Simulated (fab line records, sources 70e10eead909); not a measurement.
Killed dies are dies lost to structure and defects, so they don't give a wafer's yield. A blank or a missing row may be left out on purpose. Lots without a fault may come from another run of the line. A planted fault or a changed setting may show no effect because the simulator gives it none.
Which tool did it? | flow nand_harc | 6 lots, 16 wafers sampled, at 5 steps of a route of 1159

WHAT THE GAUGES READ, wafer by wafer
NHARC_END_SORT_01.
lot  | measured     | on        | killed_at_array
L616 | day 26 11:43 | prober-01 | 134 33
L622 | day 27 03:19 | prober-01 | 168 43 26
L619 | day 28 06:14 | prober-02 | 42 160

WHICH TOOL RAN EACH LOT (tool, then ch and the chambers of the sampled wafers, then the start)
lot  | NHARC_A_STAIRCASE_CMP_472     | NHARC_A_SGD_CUT_DESCUM_14          | NHARC_A_SGD_CUT_ETCH_59            | NHARC_A_SGD_CUT_STRIP_28
L610 | cmp-02 ch 0,1,3, day 16 10:37 | rie_diel-01 ch 2,3, day 16 11:56   | rie_diel-01 ch 0,2,3, day 16 12:11 | rie_diel-12 ch 0,2,3, day 16 17:45
L609 | cmp-03 ch 1,2, day 16 16:52   | rie_diel-08 ch 0,2, day 16 18:03   | rie_diel-08 ch 1,2, day 16 18:13   | rie_diel-08 ch 0,2,3, no start
L616 | cmp-02 ch 0,1, day 17 10:41   | rie_diel-01 ch 0, day 17 12:11     | rie_diel-01 ch 1, day 17 12:20     | rie_diel-08 ch 0,1, day 26 11:43 or earlier
L622 | cmp-02 ch 0,3, day 18 03:11   | rie_diel-01 ch 0,1, day 18 04:29   | rie_diel-01 ch 0,2,3, day 18 04:40 | rie_diel-01 ch 0,2,3, day 27 03:19 or earlier
L627 | cmp-02 ch 0,3, day 18 12:05   | rie_diel-12 ch 1,2,3, day 18 13:31 | rie_diel-12 ch 1,3, day 18 13:41   | rie_diel-08 ch 0,2,3, no start
L619 | cmp-02 ch 2,3, day 18 14:14   | rie_diel-01 ch 1,2, day 18 15:32   | rie_diel-01 ch 0,3, day 18 15:42   | rie_diel-01 ch 1,2, day 28 06:14 or earlier
- NHARC_A_STAIRCASE_CMP_472: polishes SiO2.
- NHARC_A_SGD_CUT_DESCUM_14: chemistry O2, time 3 s.
- NHARC_A_SGD_CUT_ETCH_59: etches the open film in N2/H2, target depth 260 nm, time 406.25 s.
- NHARC_A_SGD_CUT_STRIP_28: strips in O2, time 20 s.

THE ANSWER, worked out from the rows above alone
Rule: what is usual is taken from the lots themselves. Put in order of their means at a reading, lots are off if they are a third of the lots or fewer, leave a main group of 4 or more, and stand apart from it by a gap of 3 or more times the standard deviation of the main group's means; of several such gaps the widest counts. A main group whose means are all the same, to the digits that the tables above print for the reading, isn't used. A lot without any number at a reading at which 4 lots or more have one is off too. The other lots that the step has rows for count as sound.
No lot is off at any reading shown: from this, nothing can be told.

WHAT THE SIMULATOR HAD PUT IN
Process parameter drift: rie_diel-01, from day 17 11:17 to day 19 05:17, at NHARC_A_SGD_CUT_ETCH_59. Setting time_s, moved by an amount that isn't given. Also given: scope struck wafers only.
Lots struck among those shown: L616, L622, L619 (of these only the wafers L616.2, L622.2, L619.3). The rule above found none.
